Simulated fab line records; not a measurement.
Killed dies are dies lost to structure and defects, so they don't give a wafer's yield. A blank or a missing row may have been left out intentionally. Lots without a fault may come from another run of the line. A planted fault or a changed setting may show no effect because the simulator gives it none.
A lot that was struck, set against a sound lot / flow nand_harc / 15 steps out of a route of 1302
Sound: the wafers L816.2, L816.3, L816.5. Struck: wafer L811.5 (L811.2, L811.4, from the same lot, were not struck and are left out); the cause is given at the end.
At each step with rows: each side's tool, then ch and its chambers, then its first start. Under that, the readings that differ: sound wafers / struck wafers / difference of the means / sigmas: that difference in standard deviations of wafers without a fault.
alike: words and numbers the same on both sides, and readings whose means are apart by under 2 such deviations; not compared: readings that were withheld, readings missing a value for some wafer, numbers with overlapping values and no deviation given by the record, and bounds like >300 which may hide the same value.
Wherever a step has rows on one side only, a row that says differs or no value, or a row with sigmas, the two part there. Numbers that don't overlap but have no deviation are shown without sigmas and don't part them. Lack of a reading on every wafer of one side parts them only where that side has two or more wafers.

NHARC_A_DECK1_JOINT_CMP_02: polishes SiOx.
  sound on cmp-01 ch 0,1,2, day 19 21:13; struck on cmp-04 ch 2, day 18 06:29
  alike: motor_current_A
then, 1 step without rows for these wafers: NHARC_A_DECK1_JOINT_SRD_15.
NHARC_A_DECK1_JOINT_DEP_16: deposits SiO2, target thk 45 nm.
  sound on pecvd-03 ch 0,1,2, day 19 21:38; struck on pecvd-01 ch 2, day 18 06:53
reading=throttle_valve_pct (%); sound=16.1 14.8 15.2; struck=16.5; difference=+1.1; sigmas=+2
  alike: heater_power_w
NHARC_A_DECK1_JOINT_THK_MEAS_17: measures by ellipsometry.
  sound on film_metro-01, day 19 21:53; struck on film_metro-02, day 18 07:08
  alike: thk_nm
NHARC_A_DECK1_JOINT_INSPECT_05:
  sound on defect_inspect-02, day 19 21:55; struck on defect_inspect-02, day 18 07:10
  alike: raw_defect_count
then NHARC_A_ONON_D2_DEP_00 (target thk 1000 nm), 1 step lacking rows for these wafers.
NHARC_A_ONON_D2_THK_MEAS_02: measures by ellipsometry.
  sound on film_metro-01, day 19 22:29; struck on film_metro-02, day 18 07:45
  alike: thk_nm
then NHARC_A_ONON_D2_DEP_03 (target thk 1000 nm), 1 step lacking rows for these wafers.
NHARC_A_ONON_D2_THK_MEAS_05: measures by ellipsometry.
  sound on film_metro-01, day 19 23:11; struck on film_metro-01, day 18 08:26
  alike: thk_nm
then NHARC_A_ONON_D2_DEP_06 (target thk 1000 nm), 1 step lacking rows for these wafers.
NHARC_A_ONON_D2_THK_MEAS_08: measures by ellipsometry.
  sound on film_metro-01, day 19 23:53; struck on film_metro-01, day 18 09:01
  alike: thk_nm
NHARC_A_ONON_D2_DEP_09: target thk 1000 nm.
  sound on pecvd_onon-03 ch 0, day 20 00:08; struck on pecvd_onon-01 ch 0, day 18 09:08
NHARC_A_ONON_D2_THK_MEAS_11: measures by ellipsometry.
  sound on film_metro-01, day 20 00:35; struck on film_metro-02, day 18 09:35
reading=thk_nm (nm); sound=1009 1009 1009; struck=1437; difference=+428; sigmas=+49
then NHARC_A_ONON_D2_DEP_12 (target thk 1000 nm), 1 step lacking rows for these wafers.
-- jump in the record: it breaks off in module A_ONON_D2 and resumes in module END (first step shown: number 1302 of the route), and 12 days separate the struck wafers' starts before and after --
NHARC_END_SORT_01:
  the record has rows for the struck wafers here (prober-02 ch 0, day 30 05:35) and none for the sound ones

WHERE THEY PART
At NHARC_A_DECK1_JOINT_DEP_16 first; at NHARC_END_SORT_01 last (within this record only).

WHY: what the simulator had put in
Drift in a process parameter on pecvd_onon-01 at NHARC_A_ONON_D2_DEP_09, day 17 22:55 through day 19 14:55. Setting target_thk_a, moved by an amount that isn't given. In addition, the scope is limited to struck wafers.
